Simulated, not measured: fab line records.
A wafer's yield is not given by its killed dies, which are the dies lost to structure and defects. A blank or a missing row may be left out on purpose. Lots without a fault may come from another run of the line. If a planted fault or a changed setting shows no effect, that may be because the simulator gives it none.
Lot-split experiment ; flow n5 finfet ; on a route of 1938 steps: 7 lots, 21 wafers read

## ABOUT THE SPLIT
At N5_DUMMY_GATE_COAT_28 (time 60 s, resist thk 10 nm), the setting spin rpm was moved away from the recipe's 1500 rpm on 7 of the 21 wafers read, by -10.5% to +11.3%. The other wafers ran this setting at the recipe's value.

The reading comes from the split's own step.

## THE READING
underlayer_of_DUMMY_GATE_COAT_28.thk nm (the simulator's own value, which no gauge read), in nm, at N5_DUMMY_GATE_COAT_28 (time 60 s, resist thk 10 nm). The file does not state a usual value for it.

wafer;tool, chamber at the split;spin rpm as run, rpm;against the recipe;underlayer_of_DUMMY_GATE_COAT_28.thk nm, nm;against lot-mates on the recipe
L074.2;litho track-03, 0;1343;-10.5%;10.6;+0.6
L074.5;litho track-03, 0;1500;recipe;10;-
L074.6;litho track-03, 0;1500;recipe;10;-
L076.2;litho track-02, 0;1669;+11.3%;9.4;-0.6
L076.5;litho track-02, 0;1669;+11.3%;9.4;-0.6
L076.3;litho track-02, 0;1500;recipe;10;-
L082.1;litho track-01, 0;1500;recipe;10;-
L082.3;litho track-01, 0;1500;recipe;10;-
L082.6;litho track-01, 0;1433;-4.5%;10.2;+0.2
L083.1;litho track-02, 0;1500;recipe;10;-
L083.2;litho track-02, 0;1500;recipe;10;-
L083.6;litho track-02, 0;1500;recipe;10;-
L084.1;litho track-02, 0;1543;+2.9%;9.8;-0.2
L084.6;litho track-02, 0;1543;+2.9%;9.8;-0.2
L084.5;litho track-02, 0;1500;recipe;10;-
L085.2;litho track-03, 0;1444;-3.7%;10.2;+0.2
L085.3;litho track-03, 0;1500;recipe;10;-
L085.6;litho track-03, 0;1500;recipe;10;-
L086.1;litho track-03, 0;1500;recipe;10;-
L086.2;litho track-03, 0;1500;recipe;10;-
L086.3;litho track-03, 0;1500;recipe;10;-

FIT RESULTS
A straight line over all 21 wafers: underlayer_of_DUMMY_GATE_COAT_28.thk nm changes by -0.0545 nm for each +1% of spin rpm; r = -1.00; the points scatter about the line by 0.019 nm.
The same after taking each lot's own level away (the mean of its wafers on the recipe; 21 wafers): -0.0545 nm for each +1%; r = -1.00; scatter 0.019 nm.
Per that fit: largest spin rpm move, reading shift of 0.61 nm.
The lots' own levels span 10.00 to 10.00 nm.
So the lot-to-lot level changes the slope little: the two slopes agree.
Check: -0.627 nm against its lot-mates is what the line predicts for one of the wafers moved furthest among these (+11.3%) when that wafer is left out of the fit. Against them it came out at -0.6 nm.

## FURTHER SPLITS ON THESE WAFERS
These wafers also went through other splits before the reading. Each is held against what the fit with the lots' levels taken away leaves over:
other split on the same wafers;wafers away from the commonest value;r with underlayer_of_DUMMY_GATE_COAT_28.thk nm (lot level and that fit taken away)
N5_ZERO_LAYER_EXPOSE_08 dose mj;9;-0.01
N5_ZERO_LAYER_DEVELOP_10 develop time s;2;+0.20
N5_WELL_APT_PEB_06 peb temp c;13;-0.32
N5_WELL_APT_DEVELOP_07 develop time s;8;-0.18
N5_FIN_CUT_ETCH_21 time s;8;+0.35
N5_FIN_CUT_CUT_ETCH_26 source w;8;+0.47

## FILE'S OWN FIT
underlayer_of_DUMMY_GATE_COAT_28.thk nm changes by -0.0548 nm for each +1% of spin rpm, r = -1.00.
